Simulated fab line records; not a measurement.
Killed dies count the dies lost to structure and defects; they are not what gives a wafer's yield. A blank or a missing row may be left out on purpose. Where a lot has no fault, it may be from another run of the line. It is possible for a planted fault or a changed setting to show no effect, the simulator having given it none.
Chamber matching	flow n5_finfet	cmp-04 running N5_HKMG_FIN_CMP_23: 4 sister chambers
The step polishes, stops on SiNx, t overpolish 10 s, target thk 46.326 nm. 14 wafers are shown with their chamber, then 6 later ones without.

== WAFERS PAIRED WITH THEIR CHAMBERS ==
wafer	chamber	motor_current_A (A)	time_to_endpoint_s (s)	overpolish_run_s (s)
L673.2	1	11.1	8.8	9.993
L673.5	2	12.5	10.1	9.986
L673.6	1	11.5	9.1	9.998
L675.2	2	12.3	12.4	10.001
L675.4	0	12.5	12.8	9.996
L675.6	3	11.0	11.9	9.989
L676.1	0	13.0	12.8	10.011
L676.2	3	11.2	12.5	9.997
L676.4	1	11.3	9.4	9.996
L679.2	2	12.1	11.1	10.005
L679.3	0	12.9	12.0	10.001
L679.6	2	11.9	11.5	9.991
L684.4	2	12.3	7.3	10.008
L684.5	1	11.2	7.2	9.980

SIGNATURES (averages over the wafers above)
reading	chamber 0	chamber 1	chamber 2	chamber 3	scatter within a chamber
motor_current_A	12.800	11.275	12.220	11.100	0.213
time_to_endpoint_s	12.533	8.625	10.480	12.200	1.37
overpolish_run_s	10.00267	9.99175	9.99820	9.99300	0.00834
Rule: a wafer's distance from a chamber is the root of the sum, over the readings, of the square of ((its reading less the chamber's mean) divided by the reading's scatter). The wafer belongs to the nearest chamber; if the next one is less than 2 further off, it can't be placed. The scatter is the square root of a quotient: the sum, over the shown wafers, of each reading's squared deviation from its chamber's mean, divided by wafers minus chambers.

== WAFERS WITHOUT THEIR CHAMBER ==
wafer	motor_current_A (A)	time_to_endpoint_s (s)	overpolish_run_s (s)
L684.6	12.7	12.1	9.994
L689.1	11.2	8.5	10.016
L689.2	11.0	10.3	10.002
L694.3	12.8	10.5	9.999
L694.4	11.9	9.5	9.996
L694.6	13.1	10.2	10.012

== WHICH CHAMBER EACH WENT THROUGH ==
wafer	from the rows above	in truth
L684.6	can't be placed: 0 or 2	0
L689.1	can't be placed: 1 or 3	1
L689.2	can't be placed: 3 or 1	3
L694.3	can't be placed: 0 or 2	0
L694.4	can't be placed: 2 or 1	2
L694.6	can't be placed: 0 or 2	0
Placed correctly: 0 of 6. Cannot be placed on the basis of these rows: 6; the candidates contain the true chamber in 6. Number placed wrongly: 0.
